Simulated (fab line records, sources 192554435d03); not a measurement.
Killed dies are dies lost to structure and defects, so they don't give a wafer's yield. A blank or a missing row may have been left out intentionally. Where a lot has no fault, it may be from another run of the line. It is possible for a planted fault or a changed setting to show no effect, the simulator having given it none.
Matching of chambers	flow n5Finfet	N5_BEOL_M2_DESCUM_33 on rieDiel-06 has 4 sister chambers
The step chemistry O2, time 7 s. 16 wafers are shown with their chamber, then 8 later ones without.

## EACH WAFER AND ITS CHAMBER
wafer	chamber	drypumpMotorCurrentA (A)	showerheadPlenumPTorr (Torr)	throttleValvePct (%)
L074.2	2	5.0	2.08	20.18
L074.3	1	5.8	2.02	20.46
L074.6	3	6.0	2.22	20.69
L076.2	2	5.0	2.08	20.18
L076.5	0	5.8	2.22	20.29
L076.6	1	5.8	2.02	20.46
L075.1	2	4.9	2.08	20.19
L075.2	3	6.0	2.22	20.70
L075.5	1	5.8	2.02	20.48
L082.1	1	5.8	2.01	20.48
L082.2	3	6.0	2.22	20.71
L082.5	1	5.8	2.01	20.48
L083.3	0	5.8	2.21	20.32
L083.5	2	4.9	2.07	20.22
L083.6	3	6.0	2.21	20.72
L085.3	0	5.8	2.21	20.33

SIGNATURES (averages over the wafers above)
reading	chamber 0	chamber 1	chamber 2	chamber 3	scatter within a chamber
drypumpMotorCurrentA	5.800	5.800	4.950	6.000	0.0289
showerheadPlenumPTorr	2.2133	2.0160	2.0775	2.2175	0.0053
throttleValvePct	20.3133	20.4720	20.1925	20.7050	0.0156
Rule: a wafer's distance from a chamber is the root of the sum, over the readings, of the square of ((its reading less the chamber's mean) divided by the reading's scatter). The wafer belongs to the nearest chamber; if the next one is less than 2 further off, it can't be placed. The scatter: the root of (the sum of the squares of (reading less its chamber's mean) over the shown wafers, divided by (wafers less chambers)).

## WAFERS WHOSE CHAMBER IS MISSING
wafer	drypumpMotorCurrentA (A)	showerheadPlenumPTorr (Torr)	throttleValvePct (%)
L085.4	5.8	2.21	20.32
L085.5	4.9	2.07	20.23
L084.2	4.9	2.07	20.21
L084.4	6.0	2.21	20.71
L084.6	5.8	2.21	20.32
L097.1	6.0	2.20	20.78
L097.2	5.8	2.20	20.38
L097.3	5.8	2.00	20.54

## WHICH CHAMBER EACH WENT THROUGH
wafer	from the rows above	in truth
L085.4	0	0
L085.5	2	2
L084.2	2	2
L084.4	3	3
L084.6	0	0
L097.1	3	3
L097.2	0	0
L097.3	1	1
Placed correctly: 8 of 8. Number that these rows cannot place: 0. Wrongly placed: 0.
